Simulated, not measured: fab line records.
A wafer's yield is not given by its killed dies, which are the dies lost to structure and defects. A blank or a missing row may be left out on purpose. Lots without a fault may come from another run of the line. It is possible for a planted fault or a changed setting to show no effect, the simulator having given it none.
fab line records    flow nand_harc
record lots=12  wafers=36  last_day=24
route steps=1159 shown P_ZERO_WELL@61 P_STI@83 P_GATE@152 P_M1@315
lots that met no fault: from a run of the same line without faults
start_h: the number of hours between the record's first day and the start of the first shown wafer of the lot    wait_h: hours since the lot's step before    " identical to the entry in the row above    L1.1+2: a single row standing in for several wafers    - either no value or no given start    * or withheld: withheld    < > ~ a bound
route shown NAME@n: a module of which the file shows steps, and the number in the route of the first    usual: mean/standard deviation taken from wafers without a fault    same: alike in all rows    chamber/n: place in a boat    sites: the reading at each site    _std_site: standard deviation of those values    _edge_site: outer sites' mean less inner sites'    radius_mm: for every site, how far away it sits from the centre of the wafer    mask NAME#n: copy n    behind: tool/chamber where the wafer was last shaped    hold: the reason the lot was held/the length of the hold in hours/how it ended    device: whichever transistor did not switch (one of n, p or np)    end of line: the same wafers' tests at the end of the route    for a step that has no rows: nothing shown but its recipe    killed: at the first sort, the dies lost to defects and structure; wafer yield is something else    map: the dies of a wafer, with x for killed, . for not killed, _ for no die there
set.NAME: the run value of the setting; set.NAME@STEP: its run value at that earlier step    model.NAME: the simulator's own value behind a step, which no gauge read
one table for each step of the route and one row for each wafer, over a sample of lots
services: from which hour (start_h, from the record's first day; less than 0 if before it) a tool's chamber was out of use, for how many hours, and why
## steps
# step NHARC_P_ZERO_WELL_DESCUM_54
# recipe time_s=3  o2_flow_sccm=200  ar_flow_sccm=0  bias_power_w=0  chemistry=O2
# usual drypump_motor_current_A=5.6/0.41  oes_product_au=1.000/0.012  rf_vpp_V=57.7/0.87  showerhead_plenum_p_Torr=1.87/0.06  throttle_valve_pct=11.311/0.0093
lot.wafer  tool         chamber  start_h  wait_h  drypump_motor_current_A  oes_product_au  rf_hours_counter_h  rf_vpp_V  showerhead_plenum_p_Torr  throttle_valve_pct
L526.2     rie_diel-06  2        18.01    -       5.9                      1.006           10                  57.3      1.80                      11.304
L526.1     "            1        "        "       6.2                      1.002           9                   58.1      1.83                      11.305
L526.5     "            2        "        "       5.9                      1.026           -                   59.3      1.80                      11.324
L531.1     rie_diel-10  1        48.36    -       5.7                      0.997           4                   58.5      2.00                      11.304
L531.4     "            3        "        "       5.1                      0.997           1                   57.9      1.81                      11.315
L531.3     "            0        "        "       5.9                      0.992           4                   57.9      1.84                      11.314
L533.1     rie_diel-06  0        59.80    -       4.8                      1.003           12                  56.8      1.90                      11.313
L533.2     "            1        "        "       6.2                      0.988           12                  56.9      1.83                      11.310
L533.6     "            3        "        "       6.2                      1.012           -                   59.7      1.93                      11.310
L535.1     rie_diel-10  0        71.94    -       5.9                      1.004           6                   57.3      1.84                      11.319
L535.2     "            2        "        "       5.3                      1.004           6                   57.9      1.89                      11.309
L535.6     "            0        "        "       5.9                      0.998           -                   58.9      1.84                      11.322
L536.3     rie_diel-06  3        77.65    -       6.2                      0.997           1                   57.5      1.93                      11.307
L536.4     "            0        "        "       4.8                      0.987           1                   58.1      1.90                      11.311
L536.1     "            2        "        "       5.9                      0.998           1                   57.4      1.80                      11.294
L542.3     rie_diel-10  0        113.96   -       5.9                      0.984           9                   55.6      1.84                      11.326
L542.6     "            2        "        "       5.3                      1.006           -                   58.1      1.89                      11.311
L542.5     "            3        "        "       5.1                      0.999           -                   56.6      1.81                      11.300
L543.4     rie_diel-10  0        119.99   -       5.9                      0.989           9                   56.6      1.84                      11.301
L543.1     "            1        "        "       5.7                      0.992           10                  59.1      2.00                      11.310
L543.3     "            2        "        "       5.4                      1.002           8                   58.4      1.89                      11.312
L545.3     rie_diel-11  3        131.89   -       5.9                      0.983           9                   55.7      1.86                      11.320
L545.4     "            1        "        "       5.7                      0.994           10                  57.6      1.89                      11.297
L545.6     "            3        "        "       5.9                      0.979           -                   57.3      1.86                      11.309
L546.2     rie_diel-11  0        137.73   -       5.1                      1.013           7                   57.6      1.93                      11.311
L546.1     "            2        "        "       5.4                      1.013           9                   58.5      1.79                      11.303
L546.6     "            1        "        "       5.7                      0.994           -                   57.8      1.89                      11.320
L547.4     rie_diel-10  0        143.95   -       5.9                      0.993           11                  57.7      1.84                      11.317
L547.1     "            1        "        "       5.7                      1.005           12                  57.2      2.00                      11.317
L547.6     "            2        "        "       5.3                      1.015           -                   57.9      1.89                      11.320
L548.3     rie_diel-06  3        149.78   -       6.2                      0.995           5                   57.3      1.93                      11.305
L548.2     "            0        "        "       4.8                      0.977           6                   58.8      1.90                      11.318
L548.6     "            0        "        "       4.8                      0.983           -                   57.6      1.90                      11.296
L549.2     rie_diel-10  3        155.92   -       5.1                      1.002           10                  58.7      1.81                      11.291
L549.4     "            1        "        "       5.7                      1.006           13                  57.5      2.00                      11.314
L549.6     "            3        "        "       5.1                      0.994           -                   58.2      1.81                      11.310
# step NHARC_P_STI_CD_MEAS_09
# recipe target_cd_nm=200  landing_energy_ev=500
# usual cd_nm=200.6/2.8
lot.wafer  tool       chamber  start_h  wait_h  cd_nm
L526.1     cd_sem-02  0        34.98    -       199.2
L526.2     "          0        "        "       197.4
L526.5     "          0        "        "       199.3
L531.1     cd_sem-02  0        66.51    -       199.4
L531.3     "          0        "        "       200.2
L531.4     "          0        "        "       198.3
L533.1     cd_sem-02  0        76.81    -       199.0
L533.2     "          0        "        "       198.7
L533.6     "          0        "        "       198.3
L535.1     cd_sem-01  0        88.70    -       201.1
L535.2     "          0        "        "       199.7
L535.6     "          0        "        "       198.3
L536.1     cd_sem-03  0        94.82    -       197.9
L536.3     "          0        "        "       201.8
L536.4     "          0        "        "       196.6
L542.3     cd_sem-03  0        131.23   -       202.8
L542.5     "          0        "        "       200.1
L542.6     "          0        "        "       206.0
L543.1     cd_sem-02  0        137.01   -       201.3
L543.3     "          0        "        "       205.6
L543.4     "          0        "        "       201.3
L545.3     cd_sem-02  0        152.12   -       205.7
L545.4     "          0        "        "       201.7
L545.6     "          0        "        "       198.1
L546.1     cd_sem-03  0        152.28   -       204.9
L546.2     "          0        "        "       202.0
L546.6     "          0        "        "       198.9
L547.1     cd_sem-03  0        160.74   -       196.4
L547.4     "          0        "        "       196.2
L547.6     "          0        "        "       202.8
L548.2     cd_sem-02  0        167.95   -       205.0
L548.3     "          0        "        "       206.5
L548.6     "          0        "        "       201.5
L549.2     cd_sem-03  0        173.41   -       200.0
L549.4     "          0        "        "       199.3
L549.6     "          0        "        "       195.8
# step NHARC_P_STI_CD_MEAS_16
# usual cd_nm=200/3
lot.wafer  tool       chamber  start_h  wait_h  cd_nm
L526.1     cd_sem-01  -        35.71    -       199
L526.2     "          -        "        "       197
L526.5     "          -        "        "       198
L531.1     cd_sem-01  -        67.21    -       199
L531.3     "          -        "        "       201
L531.4     "          -        "        "       198
L533.1     cd_sem-03  -        77.50    -       199
L533.2     "          -        "        "       199
L533.6     "          -        "        "       198
L535.1     cd_sem-01  -        89.39    -       202
L535.2     "          -        "        "       200
L535.6     "          -        "        "       198
L536.1     cd_sem-03  -        95.51    -       199
L536.3     "          -        "        "       202
L536.4     "          -        "        "       197
L542.3     cd_sem-02  -        131.92   -       203
L542.5     "          -        "        "       200
L542.6     "          -        "        "       207
L543.1     cd_sem-03  -        137.75   -       202
L543.3     "          -        "        "       206
L543.4     "          -        "        "       201
L545.3     cd_sem-02  -        152.83   -       206
L545.4     "          -        "        "       202
L545.6     "          -        "        "       198
L546.1     cd_sem-03  -        152.98   -       204
L546.2     "          -        "        "       201
L546.6     "          -        "        "       198
L547.1     cd_sem-02  -        161.44   -       195
L547.4     "          -        "        "       195
L547.6     "          -        "        "       201
L548.2     cd_sem-02  -        168.65   -       207
L548.3     "          -        "        "       207
L548.6     "          -        "        "       203
L549.2     cd_sem-03  -        174.11   -       200
L549.4     "          -        "        "       199
L549.6     "          -        "        "       195
# step NHARC_P_GATE_STRIP_35
# recipe time_s=600  temp_c=130  chemistry=SPM
# usual bath_guard_temp_C=129.9/0.45  bath_heat_duty_pct=15.1/1.6
lot.wafer  tool          chamber  start_h  wait_h  bath_guard_temp_C  bath_heat_duty_pct
L526.2     wet_bench-07  7        91.78    0.1     130.4              13.5
L526.5     "             0        "        "       129.9              13.1
L526.1     "             2        "        "       129.4              16.2
L531.3     wet_bench-07  6        119.36   0.1     129.0              14.8
L531.4     "             7        "        "       130.2              13.7
L531.1     "             2        "        "       129.3              16.3
L533.2     wet_bench-05  3        134.69   0.1     131.1              12.6
L533.6     "             5        "        "       130.4              14.6
L533.1     "             6        "        "       129.9              14.9
L535.6     wet_bench-06  2        139.11   0.1     128.9              16.2
L535.2     "             5        "        "       129.9              16.0
L535.1     "             6        "        "       130.4              14.0
L536.3     wet_bench-05  4        150.77   0.1     129.1              16.1
L536.1     "             6        "        "       129.7              13.4
L536.4     "             0        "        "       130.4              16.4
L542.3     wet_bench-05  7        189.05   0.1     -                  -
L542.5     "             0        "        "       -                  -
L542.6     "             4        "        "       -                  -
L543.3     wet_bench-07  4        193.27   0.1     -                  -
L543.1     "             6        "        "       -                  -
L543.4     "             0        "        "       -                  -
L546.6     wet_bench-07  3        208.79   0.1     130.4              14.3
L546.2     "             4        "        "       130.0              12.5
L546.1     "             5        "        "       129.9              15.5
L545.3     wet_bench-05  6        209.26   0.1     129.9              14.5
L545.6     "             0        "        "       130.3              17.1
L545.4     "             2        "        "       129.9              18.9
L547.1     wet_bench-05  6        218.02   0.1     130.1              14.7
L547.6     "             0        "        "       130.3              16.0
L547.4     "             2        "        "       129.9              17.9
L548.2     wet_bench-07  2        222.24   0.1     129.7              15.0
L548.3     "             3        "        "       130.5              13.3
L548.6     "             4        "        "       130.2              13.2
L549.2     wet_bench-05  7        222.67   0.1     129.2              13.9
L549.6     "             3        "        "       130.2              13.1
L549.4     "             4        "        "       129.4              15.9
# step NHARC_P_M1_INSPECT_27
# usual raw_defect_count=294/150
lot.wafer  tool               chamber  start_h  wait_h  hold                      raw_defect_count
L526.1     defect_inspect-01  -        124.70   0.0     -                         230
L526.2     "                  -        "        "       -                         359
L526.5     "                  -        "        "       -                         317
L531.1     defect_inspect-02  -        149.00   0.0     -                         192
L531.3     "                  -        "        "       -                         266
L531.4     "                  -        "        "       -                         188
L533.1     defect_inspect-02  -        168.86   0.0     -                         481
L533.2     "                  -        "        "       -                         302
L533.6     "                  -        "        "       -                         358
L535.1     defect_inspect-01  -        173.31   0.0     -                         193
L535.2     "                  -        "        "       -                         230
L535.6     "                  -        "        "       -                         285
L536.1     defect_inspect-02  -        180.79   0.0     -                         264
L536.3     "                  -        "        "       -                         348
L536.4     "                  -        "        "       -                         629
L542.3     defect_inspect-02  -        225.37   0.0     await_dispo/0.2h/release  623
L542.5     "                  -        "        "       await_dispo/0.2h/release  1324
L542.6     "                  -        "        "       await_dispo/0.2h/release  401
L542.3     defect_inspect-02  -        225.54   0.2     -                         619
L542.5     "                  -        "        "       -                         1361
L542.6     "                  -        "        "       -                         406
L543.1     defect_inspect-01  -        230.66   0.0     -                         293
L543.3     "                  -        "        "       -                         159
L543.4     "                  -        "        "       -                         235
L546.1     defect_inspect-01  -        240.05   0.0     -                         214
L546.2     "                  -        "        "       -                         232
L546.6     "                  -        "        "       -                         306
L545.3     defect_inspect-02  -        240.87   0.0     -                         247
L545.4     "                  -        "        "       -                         253
L545.6     "                  -        "        "       -                         248
L547.1     defect_inspect-02  -        248.57   0.0     -                         309
L547.4     "                  -        "        "       -                         205
L547.6     "                  -        "        "       -                         234
L548.2     defect_inspect-01  -        254.49   0.0     -                         267
L548.3     "                  -        "        "       -                         169
L548.6     "                  -        "        "       -                         347
L549.2     defect_inspect-02  -        254.97   0.0     -                         284
L549.4     "                  -        "        "       -                         375
L549.6     "                  -        "        "       -                         230
## services
tool          chamber  start_h  hours  kind
rie_diel-10   -        -0.50    9.0    pm
rie_diel-10   0        -0.50    9.0    vent_cycle
rie_diel-10   1        -0.50    9.0    vent_cycle
rie_diel-10   2        -0.50    9.0    vent_cycle
rie_diel-11   0        11.67    20.5   repair
rie_diel-11   -        12.50    9.0    pm
rie_diel-10   3        15.74    12.8   repair
wet_bench-05  -        20.82    8.0    pm
rie_diel-11   2        28.91    5.1    repair
rie_diel-11   0        35.90    6.3    repair
wet_bench-05  -        38.45    1.1    repair
wet_bench-05  -        42.07    1.0    repair
rie_diel-10   3        60.46    5.1    repair
rie_diel-06   -        64.20    9.0    pm
rie_diel-10   2        87.15    17.1   repair
wet_bench-07  -        96.00    8.0    pm
rie_diel-06   -        109.20   0.7    repair
rie_diel-06   3        112.05   21.2   repair
rie_diel-10   0        128.19   2.0    repair
wet_bench-06  -        129.60   8.0    pm
rie_diel-10   -        176.50   9.0    pm
rie_diel-06   -        184.19   6.1    repair
rie_diel-11   -        189.50   9.0    pm
wet_bench-05  -        196.82   8.0    pm
## key
first_sign step=NHARC_P_GATE_STRIP_35  reading=tool_record  direction=missing
effect none on later readings
met_at NHARC_P_GATE_STRIP_35
struck_lots L542,L543
tester_left_out L542,L543
not_acting_at NHARC_P_ZERO_WELL_DESCUM_54,NHARC_P_STI_CD_MEAS_09,NHARC_P_STI_CD_MEAS_16
onset_between 150.77 189.05
fault kind=skipped_step_whole  tool=wet_bench-05,wet_bench-07  chamber=-  onset_h=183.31  steps=NHARC_P_GATE_STRIP_35  scope=struck_lots_only
# tester_left_out: of these lots the tester's yield and bins aren't shown, on N5 and GAA mostly nor the transistor test; their killed dies are dies lost to structure and defects alone, not to doping, threshold or leakage, so they don't give the yield
